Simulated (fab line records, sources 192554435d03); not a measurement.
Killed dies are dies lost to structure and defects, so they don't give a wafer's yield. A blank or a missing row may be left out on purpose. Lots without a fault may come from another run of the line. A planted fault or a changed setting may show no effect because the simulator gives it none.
fab line records | flow n5_finfet
record lots=24 wafers=72 last_day=18
route steps=1938 shown BEOL_M1@770 BEOL_M2@877
lots that met no fault: from a run of the same line without faults
start_h: hours from the record's first day to the start of the lot's first wafer shown | wait_h: hours since the lot's step before | " the same as in the row above | L1.1+2: a row that stands for several wafers | - no value, or no start given | * or withheld: withheld | < > ~ a bound
route shown NAME@n: a module of which the file shows steps, and the number in the route of the first | usual: mean/standard deviation of fault-free wafers | same: alike in all rows | chamber/n: place in a boat | sites: the reading at each site | _std_site: their standard deviation | _edge_site: outer sites' mean less inner sites' | radius_mm: how far each site lies from the wafer's centre | mask NAME#n: copy n | behind: the tool/chamber that last shaped the wafer | hold: why the lot was held/for how many hours/how that ended | device: the transistor (n, p or np) that didn't switch | end of line: the same wafers' tests at the end of the route | a step without rows: its recipe alone | killed: dies lost to structure and defects at the first sort, not the wafer's yield | map: a wafer's dies, x killed, . not, _ none there
set.NAME: the setting as run; set.NAME@STEP: as run at that earlier step | model.NAME: the simulator's own value behind a step, which no gauge read
steps of the route over a sample of lots; a table a step, a row a wafer
services: from which hour (start_h, from the record's first day; less than 0 if before it) a tool's chamber was out of use, for how many hours, and why
## steps
# step N5_BEOL_M1_ETCH_64
# recipe chemistry=N2/H2 target=SOC target_depth_a=750 overetch_a=150 mask_material=SiARC temp_c=40 time_s=112.5 ion_energy_ev=200 pressure_mtorr=30 source_w=840 bias_w=150 n2_flow_sccm=200 h2_flow_sccm=200
# usual drypump_motor_current_A=5.7/0.53 h2_flow_sccm=200.0/0.66 oes_product_au=0.59/0.051 rf_vpp_V=523.4/2.2 showerhead_plenum_p_Torr=2.53/0.072 throttle_valve_pct=17.98/0.25
# same time_s=112.5
# columns lot.wafer tool chamber start_h wait_h drypump_motor_current_A h2_flow_sccm oes_product_au rf_hours_counter_h rf_vpp_V showerhead_plenum_p_Torr throttle_valve_pct
L074.1 rie_diel-02 0 130.98 0.0 6.1 199.5 0.57 200 523.7 2.52 18.27
L074.4 " 1 " " 5.9 201.6 0.56 248 519.6 2.41 17.86
L074.5 " 0 " " 6.0 200.3 0.57 - 523.8 2.52 18.29
L075.3 rie_diel-02 0 136.55 0.0 6.0 200.1 0.57 201 523.8 2.52 18.28
L075.5 " 0 " " 5.9 199.5 0.57 - 523.7 2.52 18.27
L075.6 " 3 " " 4.8 199.7 0.60 - 522.9 2.54 18.04
L076.1 rie_diel-02 1 136.91 0.0 5.9 200.4 0.56 250 521.1 2.41 17.84
L076.3 " 0 " " 6.0 201.0 0.57 201 523.3 2.52 18.28
L076.5 " 1 " " 5.9 201.0 0.55 - 519.4 2.41 17.84
L078.1 rie_diel-02 3 148.93 0.0 4.7 199.5 0.59 175 523.1 2.54 18.04
L078.4 " 0 " " 6.0 201.2 0.57 - 522.8 2.52 18.29
L078.5 " 2 " " 5.6 200.3 0.60 - 524.1 2.56 17.59
L077.1 rie_diel-02 2 157.80 0.0 5.6 199.4 0.60 131 525.9 2.56 17.58
L077.5 " 0 " " 6.0 199.2 0.56 - 523.4 2.52 18.30
L077.6 " 1 " " 5.9 198.5 0.79 - 528.6 2.73 17.45
L079.2 rie_diel-02 1 158.61 0.0 5.9 199.8 0.78 1 529.7 2.73 17.45
L079.4 " 3 " " 4.7 200.0 0.59 180 524.4 2.53 18.04
L079.6 " 2 " " 5.6 200.5 0.60 - 523.3 2.56 17.61
L080.1 rie_diel-05 2 163.20 0.0 5.5 199.3 0.56 237 522.2 2.51 17.91
L080.2 " 1 " " 6.7 199.8 0.57 203 524.0 2.52 18.02
L080.5 " 3 " " 5.6 200.7 0.58 - 525.0 2.52 18.29
L081.1 rie_diel-04 1 166.97 0.0 6.6 201.1 0.60 156 521.1 2.44 18.04
L081.2 " 2 " " 5.5 199.1 0.60 164 525.1 2.64 17.84
L081.5 " 2 " " 5.5 199.3 0.61 - 526.9 2.64 17.83
L082.2 rie_diel-05 0 172.59 0.0 5.4 200.7 0.55 212 522.6 2.52 17.96
L082.4 " 2 " " 5.5 199.4 0.56 240 522.8 2.51 17.93
L082.5 " 3 " " 5.6 199.0 0.57 - 523.6 2.52 18.26
L083.1 rie_diel-04 0 176.93 0.0 6.1 199.6 0.58 179 523.5 2.52 17.83
L083.2 " 2 " " 5.5 201.0 0.60 167 528.1 2.64 17.83
L083.5 " 2 " " 5.5 200.8 0.60 - 527.6 2.64 17.83
L084.1 rie_diel-04 3 187.46 0.0 5.7 199.8 0.55 243 520.0 2.39 18.16
L084.4 " 1 " " 6.6 200.9 0.60 162 519.9 2.44 18.06
L084.5 " 2 " " 5.5 200.5 0.60 - 526.9 2.64 17.84
L085.2 rie_diel-02 3 193.16 0.0 4.8 199.6 0.58 189 524.3 2.53 18.08
L085.5 " 2 " " 5.6 199.3 0.59 - 523.9 2.56 17.62
L085.6 " 3 " " 4.8 199.9 0.58 - 523.2 2.53 18.06
L087.3 rie_diel-04 3 195.76 0.0 5.6 200.0 0.55 245 518.6 2.39 18.15
L087.5 " 0 " " 6.1 199.5 0.58 - 522.9 2.52 17.82
L087.6 " 3 " " 5.6 201.0 0.55 - 519.5 2.39 18.13
L086.1 rie_diel-04 0 202.85 0.0 6.1 200.4 0.56 187 524.0 2.52 17.84
L086.3 " 3 " " 5.6 200.6 0.55 248 519.5 2.39 18.17
L086.4 " 2 " " 5.5 200.3 0.59 176 527.9 2.64 17.86
L088.1 rie_diel-04 2 209.25 0.0 5.5 200.8 0.60 177 526.6 2.64 17.85
L088.2 " 3 " " 5.7 199.8 0.54 250 519.4 2.39 18.15
L088.3 " 0 " " 6.1 202.0 0.57 189 524.4 2.52 17.84
L089.1 rie_diel-05 3 212.35 0.0 5.6 200.3 0.57 208 522.9 2.51 18.28
L089.4 " 0 " " 5.4 199.9 0.54 - 522.6 2.51 17.98
L089.6 " 1 " " 6.7 200.7 0.55 - 522.7 2.51 18.06
L090.1 rie_diel-05 1 220.37 0.0 6.7 199.5 0.55 219 522.8 2.51 18.08
L090.4 " 3 " " 5.6 199.4 0.57 - 521.9 2.51 18.28
L090.5 " 0 " " 5.4 199.3 0.54 - 522.8 2.51 17.99
L091.1 rie_diel-05 0 223.40 0.0 5.4 200.1 0.54 227 522.4 2.51 18.00
L091.4 " 3 " " 5.6 200.7 0.57 - 522.8 2.51 18.30
L091.5 " 1 " " 6.7 200.4 0.55 - 523.0 2.51 18.08
L092.1 rie_diel-02 3 231.34 0.0 4.8 200.7 0.58 203 522.3 2.52 18.09
L092.4 " 0 " " 6.0 200.3 0.56 229 524.6 2.51 18.33
L092.5 " 3 " " 4.8 199.7 0.57 - 524.5 2.52 18.09
L093.1 rie_diel-02 3 234.87 0.0 4.8 200.0 0.58 204 522.5 2.52 18.09
L093.4 " 0 " " 6.1 199.5 0.55 230 522.5 2.51 18.32
L093.6 " 1 " " 5.9 200.1 0.72 - 528.7 2.72 17.48
L095.3 rie_diel-05 3 248.33 0.0 5.6 199.6 0.56 219 523.3 2.51 18.31
L095.5 " 0 " " 5.4 200.2 0.54 - 522.8 2.51 18.01
L095.6 " 3 " " 5.6 199.2 0.57 - 523.0 2.51 18.31
L094.1 rie_diel-05 3 251.09 0.0 5.6 199.2 0.56 220 522.5 2.51 18.31
L094.5 " 3 " " 5.6 199.8 0.56 - 522.9 2.51 18.30
L094.6 " 2 " " 5.5 199.6 0.74 - 522.4 2.50 17.52
L096.1 rie_diel-05 0 256.97 0.0 5.4 200.5 0.53 236 524.8 2.51 18.00
L096.3 " 2 " " 5.5 199.8 0.73 9 522.1 2.50 17.50
L096.5 " 0 " " 5.4 200.5 0.54 - 522.5 2.51 18.02
L097.2 rie_diel-02 0 265.04 0.0 6.0 199.8 0.55 238 521.7 2.51 18.34
L097.4 " 1 " " 5.9 199.7 0.71 33 527.5 2.71 17.50
L097.6 " 3 " " 4.7 200.1 0.57 - 524.0 2.52 18.10
# step N5_BEOL_M1_HM_OPEN_17
# recipe chemistry=Cl2/BCl3 target_depth_a=200 overetch_a=60 target=TiN mask_material=SOC ion_energy_ev=150 pressure_mtorr=10 icp_w=1000 bias_w=126 Cl2_flow_sccm=53.25 bcl3_flow_sccm=21.75 Ar_flow_sccm=25
# usual bcl3_flow_sccm=21.75/0.068 drypump_motor_current_A=6.1/0.38 oes_product_au=0.65/0.065 throttle_valve_pct=22.00/0.14
# columns lot.wafer tool chamber start_h wait_h bcl3_flow_sccm drypump_motor_current_A oes_product_au rf_hours_counter_h throttle_valve_pct
L074.1 rie_metal-02 1 131.16 0.0 21.80 6.3 0.64 46 21.93
L074.4 " 1 " " 21.81 6.3 0.65 - 21.94
L074.5 " 0 " " 21.68 6.5 0.61 - 21.95
L075.3 rie_metal-02 0 136.75 0.1 21.77 6.6 0.61 - 21.95
L075.5 " 0 " " 21.71 6.6 0.60 - 21.96
L075.6 " 1 " " 21.76 6.3 0.65 - 21.93
L076.1 rie_metal-01 0 137.07 0.0 21.76 5.8 0.78 7 21.91
L076.3 " 0 " " 21.71 5.7 0.79 - 21.93
L076.5 " 1 " " 21.71 5.3 0.66 - 21.86
L078.1 rie_metal-02 1 149.10 0.0 21.88 6.3 0.65 48 21.96
L078.4 " 0 " " 21.91 6.5 0.61 - 21.95
L078.5 " 1 " " 21.88 6.3 0.65 - 21.93
L077.1 rie_metal-03 1 157.97 0.0 21.88 6.0 0.72 19 21.95
L077.5 " 1 " " 21.83 5.9 0.72 - 21.95
L077.6 " 0 " " 21.82 6.2 0.57 - 22.30
L079.2 rie_metal-03 1 158.78 0.0 21.74 6.0 0.72 19 21.95
L079.4 " 0 " " 21.69 6.1 0.57 - 22.30
L079.6 " 1 " " 21.64 6.0 0.72 - 21.96
L080.1 rie_metal-03 1 163.37 0.0 21.75 6.0 0.72 19 21.97
L080.2 " 0 " " 21.70 6.1 0.57 90 22.30
L080.5 " 0 " " 21.64 6.1 0.57 - 22.29
L081.1 rie_metal-02 0 167.14 0.0 21.70 6.5 0.60 70 21.99
L081.2 " 1 " " 21.83 6.3 0.65 49 21.94
L081.5 " 1 " " 21.71 6.3 0.64 - 21.96
L082.2 rie_metal-03 0 172.76 0.0 21.74 6.1 0.57 92 22.32
L082.4 " 1 " " 21.83 6.0 0.70 - 21.96
L082.5 " 0 " " 21.73 6.1 0.56 - 22.31
L083.1 rie_metal-02 0 177.10 0.0 21.72 6.6 0.60 71 21.97
L083.2 " 1 " " 21.86 6.3 0.65 50 21.93
L083.5 " 1 " " 21.77 6.3 0.64 - 21.93
L084.1 rie_metal-01 0 187.62 0.0 21.66 5.8 0.77 11 21.91
L084.4 " 1 " " 21.67 5.3 0.66 - 21.86
L084.5 " 1 " " 21.72 5.3 0.65 - 21.87
L085.2 rie_metal-01 1 193.33 0.0 21.69 5.3 0.66 44 21.87
L085.5 " 1 " " 21.73 5.3 0.66 - 21.86
L085.6 " 0 " " 21.86 5.8 0.77 - 21.89
L087.3 rie_metal-02 0 195.96 0.1 21.76 6.5 0.60 - 21.97
L087.5 " 1 " " 21.72 6.3 0.64 - 21.95
L087.6 " 0 " " 21.91 6.5 0.60 - 21.98
L086.1 rie_metal-03 1 203.02 0.0 21.72 6.0 0.72 21 21.95
L086.3 " 1 " " 21.69 6.0 0.71 - 21.97
L086.4 " 0 " " 21.76 6.1 0.56 - 22.31
L088.1 rie_metal-03 1 209.42 0.0 21.86 6.0 0.72 22 21.94
L088.2 " 0 " " 21.74 6.1 0.56 93 22.30
L088.3 " 0 " " 21.72 6.1 0.56 - 22.31
L089.1 rie_metal-01 0 212.52 0.0 21.74 5.7 0.76 14 21.93
L089.4 " 0 " " 21.88 5.8 0.75 - 21.93
L089.6 " 1 " " 21.74 5.3 0.66 - 21.86
L090.1 rie_metal-03 0 220.53 0.0 21.74 6.1 0.56 94 22.31
L090.4 " 1 " " 21.82 6.0 0.71 - 21.98
L090.5 " 0 " " 21.73 6.1 0.56 - 22.31
L091.1 rie_metal-01 0 223.57 0.0 21.70 5.8 0.75 15 21.92
L091.4 " 0 " " 21.69 5.7 0.75 - 21.93
L091.5 " 1 " " 21.79 5.3 0.64 - 21.88
L092.1 rie_metal-02 1 231.51 0.0 21.74 6.3 0.64 55 21.95
L092.4 " 0 " " 21.64 6.5 0.59 - 21.99
L092.5 " 0 " " 21.70 6.5 0.59 - 21.98
L093.1 rie_metal-02 0 235.03 0.0 21.85 6.6 0.59 77 21.99
L093.4 " 1 " " 21.84 6.4 0.63 - 21.95
L093.6 " 0 " " 21.85 6.6 0.60 - 21.98
L095.3 rie_metal-01 0 248.53 0.1 21.60 5.8 0.74 - 21.92
L095.5 " 1 " " 21.76 5.3 0.65 - 21.88
L095.6 " 0 " " 21.68 5.7 0.75 - 21.93
L094.1 rie_metal-03 1 251.26 0.0 21.75 5.9 0.71 24 21.94
L094.5 " 0 " " 21.70 6.1 0.57 - 22.31
L094.6 " 1 " " 21.70 5.9 0.71 - 21.96
L096.1 rie_metal-02 0 257.14 0.0 21.61 6.5 0.59 79 21.97
L096.3 " 1 " " 21.65 6.3 0.63 - 21.96
L096.5 " 0 " " 21.69 6.5 0.59 - 21.99
L097.2 rie_metal-02 1 265.21 0.0 21.70 6.3 0.62 58 21.98
L097.4 " 1 " " 21.71 6.3 0.63 - 21.97
L097.6 " 1 " " 21.71 6.3 0.62 - 21.97
# step N5_BEOL_M1_OCD_MEAS_38
# usual trench_depth_nm=55.0/0.75
# columns lot.wafer tool chamber start_h wait_h trench_depth_nm
L074.1 ocd-01 - 132.56 - 54.0
L074.4 " - " " 54.8
L074.5 " - " " 54.7
L076.1 ocd-01 - 144.81 - 55.6
L076.3 " - " " 54.9
L076.5 " - " " 55.5
L075.3 ocd-01 - 144.99 - 55.7
L075.5 " - " " 54.5
L075.6 " - " " 55.4
L078.1 ocd-02 - 151.69 - 53.8
L078.4 " - " " 54.7
L078.5 " - " " 54.8
L077.1 ocd-02 - 161.30 - 55.0
L077.5 " - " " 53.9
L077.6 " - " " 55.1
L079.2 ocd-02 - 166.69 - 55.2
L079.4 " - " " 55.7
L079.6 " - " " 56.1
L080.1 ocd-02 - 172.78 - 55.4
L080.2 " - " " 54.6
L080.5 " - " " 55.6
L083.1 ocd-02 - 181.84 - 55.5
L083.2 " - " " 55.0
L083.5 " - " " 54.7
L081.1 ocd-01 - 181.88 - 53.7
L081.2 " - " " 54.7
L081.5 " - " " 53.5
L082.2 ocd-02 - 202.46 - 54.9
L082.4 " - " " 53.2
L082.5 " - " " 54.2
L084.1 ocd-02 - 203.99 - 55.5
L084.4 " - " " 54.7
L084.5 " - " " 54.7
L085.2 ocd-02 - 204.20 - 54.4
L085.5 " - " " 54.8
L085.6 " - " " 55.9
L087.3 ocd-01 - 208.18 - 55.2
L087.5 " - " " 54.7
L087.6 " - " " 55.4
L086.1 ocd-01 - 208.33 - 54.3
L086.3 " - " " 54.0
L086.4 " - " " 56.5
L090.1 ocd-02 - 224.61 - 54.4
L090.4 " - " " 55.1
L090.5 " - " " 55.0
L088.1 ocd-01 - 226.48 - 55.6
L088.2 " - " " 54.7
L088.3 " - " " 54.5
L089.1 ocd-02 - 230.61 - 56.6
L089.4 " - " " 55.8
L089.6 " - " " 55.5
L091.1 ocd-01 - 233.98 - 54.8
L091.4 " - " " 55.3
L091.5 " - " " 54.6
L092.1 ocd-02 - 250.45 - 55.2
L092.4 " - " " 54.0
L092.5 " - " " 56.5
L093.1 ocd-02 - 250.65 - 53.9
L093.4 " - " " 54.4
L093.6 " - " " 55.6
L095.3 ocd-02 - 256.65 - 56.5
L095.5 " - " " 54.7
L095.6 " - " " 55.8
L096.1 ocd-01 - 259.93 - 54.9
L096.3 " - " " 55.2
L096.5 " - " " 56.0
L094.1 ocd-02 - 265.16 - 56.6
L094.5 " - " " 55.3
L094.6 " - " " 53.7
L097.2 ocd-01 - 268.27 - 55.2
L097.4 " - " " 54.2
L097.6 " - " " 54.8
# step N5_BEOL_M1_PRE_CLEAN_45
# recipe gas=H2/He time_s=30 temp_c=250
# usual heater_power_w=306/28
# same time_s=30
# columns lot.wafer tool chamber start_h wait_h heater_power_w
L074.1 pvd_sputter-02 - 132.89 0.0 304
L074.4 " - " " 371
L074.5 " - " " 307
L076.1 pvd_sputter-03 - 145.42 0.0 325
L076.3 " - " " 291
L076.5 " - " " 314
L075.3 pvd_sputter-03 - 145.62 0.0 347
L075.5 " - " " 340
L075.6 " - " " 330
L078.1 pvd_sputter-01 - 152.09 0.0 287
L078.4 " - " " 249
L078.5 " - " " 287
L077.1 pvd_sputter-01 - 161.84 0.0 303
L077.5 " - " " 260
L077.6 " - " " 300
L079.2 pvd_sputter-01 - 167.28 0.0 294
L079.4 " - " " 253
L079.6 " - " " 295
L080.1 pvd_sputter-01 - 173.34 0.0 286
L080.2 " - " " 304
L080.5 " - " " 298
L083.1 pvd_sputter-01 - 182.32 0.0 316
L083.2 " - " " 257
L083.5 " - " " 299
L081.1 pvd_sputter-03 - 182.34 0.0 327
L081.2 " - " " 334
L081.5 " - " " 291
L082.2 pvd_sputter-03 - 203.16 0.0 297
L082.4 " - " " 332
L082.5 " - " " 319
L084.1 pvd_sputter-01 - 205.17 0.0 293
L084.4 " - " " 305
L084.5 " - " " 304
L085.2 pvd_sputter-01 - 205.33 0.0 296
L085.5 " - " " 288
L085.6 " - " " 313
L087.3 pvd_sputter-02 - 208.41 0.0 372
L087.5 " - " " 298
L087.6 " - " " 317
L086.1 pvd_sputter-02 - 208.66 0.0 324
L086.3 " - " " 333
L086.4 " - " " 303
L090.1 pvd_sputter-02 - 225.19 0.0 314
L090.4 " - " " 360
L090.5 " - " " 324
L088.1 pvd_sputter-03 - 227.51 0.0 309
L088.2 " - " " 325
L088.3 " - " " 347
L089.1 pvd_sputter-02 - 231.43 0.0 364
L089.4 " - " " 299
L089.6 " - " " 329
L091.1 pvd_sputter-03 - 234.55 0.0 333
L091.4 " - " " 342
L091.5 " - " " 316
L092.1 pvd_sputter-01 - 250.85 0.0 317
L092.4 " - " " 255
L092.5 " - " " 250
L093.1 pvd_sputter-02 - 251.20 0.0 361
L093.4 " - " " 315
L093.6 " - " " 307
L095.3 pvd_sputter-01 - 257.01 0.0 306
L095.5 " - " " 291
L095.6 " - " " 294
L096.1 pvd_sputter-01 - 260.45 0.0 305
L096.3 " - " " 289
L096.5 " - " " 257
L094.1 pvd_sputter-01 - 265.47 0.0 262
L094.5 " - " " 305
L094.6 " - " " 249
L097.2 pvd_sputter-01 - 268.50 0.0 311
L097.4 " - " " 295
L097.6 " - " " 298
# step N5_BEOL_M1_RS_MEAS_58
# recipe thk_meas_gauge=four-point-probe reads=Co_of_BEOL_M1_CO_CAP_55+Cu_of_BEOL_M1_ECD_50+Co_of_BEOL_M1_CVD_47+TaN_of_BEOL_M1_ALD_84
# usual M1_RS=0.654/0.027
# columns lot.wafer tool chamber start_h wait_h M1_RS[ohm/sq]
L074.1 film_metro-02 - 136.43 0.0 0.676
L074.4 " - " " 0.656
L074.5 " - " " 0.640
L076.1 film_metro-02 - 149.06 0.0 0.675
L076.3 " - " " 0.673
L076.5 " - " " 0.658
L075.3 film_metro-02 - 149.23 0.1 0.655
L075.5 " - " " 0.613
L075.6 " - " " 0.632
L078.1 film_metro-01 - 157.55 0.0 0.643
L078.4 " - " " 0.623
L078.5 " - " " 0.598
L077.1 film_metro-01 - 165.33 0.0 0.644
L077.5 " - " " 0.636
L077.6 " - " " 0.636
L079.2 film_metro-01 - 172.31 0.1 0.663
L079.4 " - " " 0.658
L079.6 " - " " 0.648
L080.1 film_metro-01 - 177.40 0.1 0.664
L080.2 " - " " 0.606
L080.5 " - " " 0.662
L083.1 film_metro-02 - 186.01 0.0 0.670
L083.2 " - " " 0.668
L083.5 " - " " 0.612
L081.1 film_metro-01 - 187.56 0.0 0.669
L081.2 " - " " 0.641
L081.5 " - " " 0.620
L082.2 film_metro-02 - 206.73 0.1 0.667
L082.4 " - " " 0.613
L082.5 " - " " 0.609
L084.1 film_metro-02 - 208.57 0.0 0.678
L084.4 " - " " 0.666
L084.5 " - " " 0.683
L085.2 film_metro-01 - 208.95 0.1 0.681
L085.5 " - " " 0.654
L085.6 " - " " 0.635
L087.3 film_metro-02 - 211.88 0.1 0.628
L087.5 " - " " 0.641
L087.6 " - " " 0.638
L086.1 film_metro-01 - 212.20 0.0 0.716
L086.3 " - " " 0.650
L086.4 " - " " 0.663
L090.1 film_metro-02 - 229.16 0.0 0.690
L090.4 " - " " 0.635
L090.5 " - " " 0.639
L088.1 film_metro-02 - 230.90 0.0 0.672
L088.2 " - " " 0.678
L088.3 " - " " 0.662
L089.1 film_metro-01 - 235.57 0.1 0.656
L089.4 " - " " 0.666
L089.6 " - " " 0.642
L091.1 film_metro-02 - 238.02 0.0 0.634
L091.4 " - " " 0.615
L091.5 " - " " 0.615
L092.1 film_metro-02 - 254.22 0.1 0.665
L092.4 " - " " 0.649
L092.5 " - " " 0.657
L093.1 film_metro-01 - 254.83 0.0 0.659
L093.4 " - " " 0.659
L093.6 " - " " 0.655
L095.3 film_metro-02 - 260.76 0.1 0.696
L095.5 " - " " 0.677
L095.6 " - " " 0.668
L096.1 film_metro-01 - 265.21 0.0 0.697
L096.3 " - " " 0.711
L096.5 " - " " 0.653
L094.1 film_metro-01 - 268.95 0.0 0.674
L094.5 " - " " 0.645
L094.6 " - " " 0.638
L097.2 film_metro-02 - 272.08 0.1 0.648
L097.4 " - " " 0.636
L097.6 " - " " 0.600
# step N5_BEOL_M2_OVL_MEAS_29
# recipe points_per_wafer=522
# usual V1_OVL=-0.1/0.66
# same points_per_wafer=522
# columns lot.wafer tool chamber start_h wait_h V1_OVL[nm]
L074.1 overlay-01 0 138.66 0.0 1.1
L074.4 " 0 " " -0.3
L074.5 " 0 " " -0.5
L076.1 overlay-02 0 151.04 0.0 1.1
L076.3 " 0 " " 0.7
L076.5 " 0 " " 1.0
L075.3 overlay-02 0 151.11 0.0 -0.5
L075.5 " 0 " " 0.0
L075.6 " 0 " " -0.2
L078.1 overlay-02 0 159.28 0.0 -0.3
L078.4 " 0 " " -0.5
L078.5 " 0 " " -0.3
L077.1 overlay-01 0 167.09 0.0 1.0
L077.5 " 0 " " 0.9
L077.6 " 0 " " 1.3
L079.2 overlay-02 0 174.59 0.0 -0.5
L079.4 " 0 " " -0.2
L079.6 " 0 " " -1.3
L080.1 overlay-01 0 181.24 0.0 1.4
L080.2 " 0 " " 0.8
L080.5 " 0 " " 0.4
L083.1 overlay-01 0 188.72 0.0 -0.7
L083.2 " 0 " " -1.0
L083.5 " 0 " " -0.8
L081.1 overlay-01 0 189.46 0.0 0.9
L081.2 " 0 " " 0.8
L081.5 " 0 " " 0.2
L082.2 overlay-02 0 209.68 0.0 0.6
L082.4 " 0 " " -0.4
L082.5 " 0 " " 0.1
L084.1 overlay-01 0 210.25 0.0 -0.5
L084.4 " 0 " " -0.4
L084.5 " 0 " " 0.3
L085.2 overlay-01 0 212.48 0.0 1.1
L085.5 " 0 " " 0.3
L085.6 " 0 " " 0.1
L087.3 overlay-02 0 216.03 0.0 0.1
L087.5 " 0 " " -1.1
L087.6 " 0 " " -0.4
L086.1 overlay-02 0 216.29 0.0 -0.2
L086.3 " 0 " " -0.9
L086.4 " 0 " " -0.7
L090.1 overlay-02 0 231.99 0.0 0.1
L090.4 " 0 " " 0.4
L090.5 " 0 " " -0.5
L088.1 overlay-01 0 233.58 0.0 0.1
L088.2 " 0 " " -0.8
L088.3 " 0 " " -0.4
L089.1 overlay-02 0 238.70 0.0 0.7
L089.4 " 0 " " 0.2
L089.6 " 0 " " 0.2
L091.1 overlay-01 0 240.68 0.0 0.2
L091.4 " 0 " " 0.0
L091.5 " 0 " " 0.0
L092.1 overlay-02 0 258.02 0.0 -0.8
L092.4 " 0 " " 0.3
L092.5 " 0 " " -0.5
L093.1 overlay-02 0 258.09 0.0 -0.2
L093.4 " 0 " " -0.7
L093.6 " 0 " " -0.5
L095.3 overlay-02 0 266.13 0.0 0.5
L095.5 " 0 " " 0.3
L095.6 " 0 " " 0.0
L096.1 overlay-02 0 267.42 0.0 0.3
L096.3 " 0 " " -0.2
L096.5 " 0 " " -0.1
L094.1 overlay-01 0 271.72 0.0 -1.0
L094.5 " 0 " " -1.4
L094.6 " 0 " " -1.4
L097.2 overlay-01 0 274.53 0.0 0.5
L097.4 " 0 " " -0.2
L097.6 " 0 " " 0.5
## services
# columns tool chamber start_h hours kind
pvd_sputter-01 - 107.19 4.0 repair
rie_diel-02 1 137.73 - clean
rie_diel-02 1 137.73 - consumable_replace:focus_ring
rie_diel-02 1 137.73 - consumable_replace:showerhead
rie_diel-02 - 139.51 0.9 repair
pvd_sputter-03 - 161.93 6.6 repair
pvd_sputter-02 - 185.64 12.6 repair
rie_diel-02 0 202.66 7.8 repair
rie_diel-02 2 206.69 6.6 repair
rie_diel-05 2 209.91 - clean
rie_diel-05 2 209.91 - consumable_replace:focus_ring
rie_diel-04 3 210.24 - clean
rie_diel-04 3 210.24 - consumable_replace:focus_ring
rie_diel-04 3 210.24 - consumable_replace:showerhead
rie_diel-04 3 210.24 16.8 scheduled_down
rie_diel-04 3 210.24 16.8 vent_cycle
rie_metal-03 1 239.02 11.6 repair
rie_metal-03 - 258.26 0.4 repair
rie_diel-02 3 267.45 4.0 repair
## key
fault none
